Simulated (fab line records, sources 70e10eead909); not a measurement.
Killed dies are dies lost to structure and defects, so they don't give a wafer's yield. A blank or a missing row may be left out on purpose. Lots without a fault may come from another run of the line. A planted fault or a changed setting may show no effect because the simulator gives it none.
One fault seen from 2 desks | flow nand_harc | each desk has only its own numbers; what lay behind them comes last

THE METROLOGY DESK
What the gauges read, lot by lot, whatever tool the lot ran on: means of the sampled wafers that have a number. A lot is out of limits, marked OUT, if its mean lies more than 4 standard deviations from the usual mean; the brackets give that distance.
Columns: A = thk_nm at NHARC_A_ONON_D1_THK_MEAS_27, usual 1000 nm; B = overlay_x_nm at NHARC_A_CHANNEL_HOLE_D1_OVL_MEAS_11, usual -0.1 nm; C = overlay_y_nm at NHARC_A_CHANNEL_HOLE_D1_OVL_MEAS_11, usual -0.2 nm
lot  | first seen here | A    | B              | C
L248 | day 8 09:09     | 1002 | 0.3            | -0.5
L250 | day 8 16:26     | 995  | 1.1            | 0.1
L251 | day 8 16:26     | 997  | 0.3            | -0.7
L254 | day 9 10:35     | 1008 | 5.5 (+7.7) OUT | -0.3
L255 | day 10 01:38    | 1014 | 4.7 (+6.5) OUT | 0.1
L258 | day 10 10:41    | 999  | 5.9 (+8.3) OUT | 0.3
L259 | day 11 07:28    | 994  | 5.9 (+8.2) OUT | 0.6
L260 | day 11 07:37    | 1008 | 0.7            | 0.8
L264 | day 12 02:56    | 1001 | -0.2           | -0.5
L267 | day 12 11:46    | 1001 | 0.3            | -1.1
L266 | day 12 20:32    | 991  | -0.3           | 0.4
L269 | day 13 15:17    | 1011 | 0.4            | -0.0
This desk's finding: out of limits on L254, L255, L258, L259; first on L254, day 9 14:22 (overlay_x_nm at NHARC_A_CHANNEL_HOLE_D1_OVL_MEAS_11). In limits: L248, L250, L251, L260, L264, L267, L266, L269.

THE DEFECT DESK
What the inspections along the route counted, lot by lot: means of the sampled wafers that have a number. A lot is out of limits, marked OUT, if its mean lies more than 4 standard deviations from the usual mean; the brackets give that distance.
Columns: A = raw_defect_count at NHARC_A_ONON_D1_INSPECT_32, usual 68
lot  | first seen here | A
L248 | day 8 10:14     | 60
L250 | day 8 17:32     | 66
L251 | day 8 17:34     | 73
L254 | day 9 11:41     | 41
L255 | day 10 02:52    | 55
L258 | day 10 12:01    | 90
L259 | day 11 08:37    | 60
L260 | day 11 08:46    | 65
L264 | day 12 04:02    | 74
L267 | day 12 12:52    | 69
L266 | day 12 21:40    | 66
L269 | day 13 16:47    | 94
This desk's finding: nothing out of limits on any of the 12 lots.

PUT TOGETHER
The metrology desk could have raised an alarm at day 9 14:22, on L254, L255, L258, L259.
The defect desk saw nothing out of limits.
The defect desk has L254, L255, L258, L259 on record, within its limits.
Of the lots named, all ran NHARC_A_CHANNEL_HOLE_D1_EXPOSE_07 on arfi_scanner-02.

WHAT THE SIMULATOR HAD PUT IN
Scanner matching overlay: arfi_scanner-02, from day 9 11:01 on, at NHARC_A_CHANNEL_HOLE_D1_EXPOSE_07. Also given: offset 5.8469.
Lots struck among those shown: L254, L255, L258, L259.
Hours from the fault's start to each desk's first reading out of limits: the metrology desk, 3.
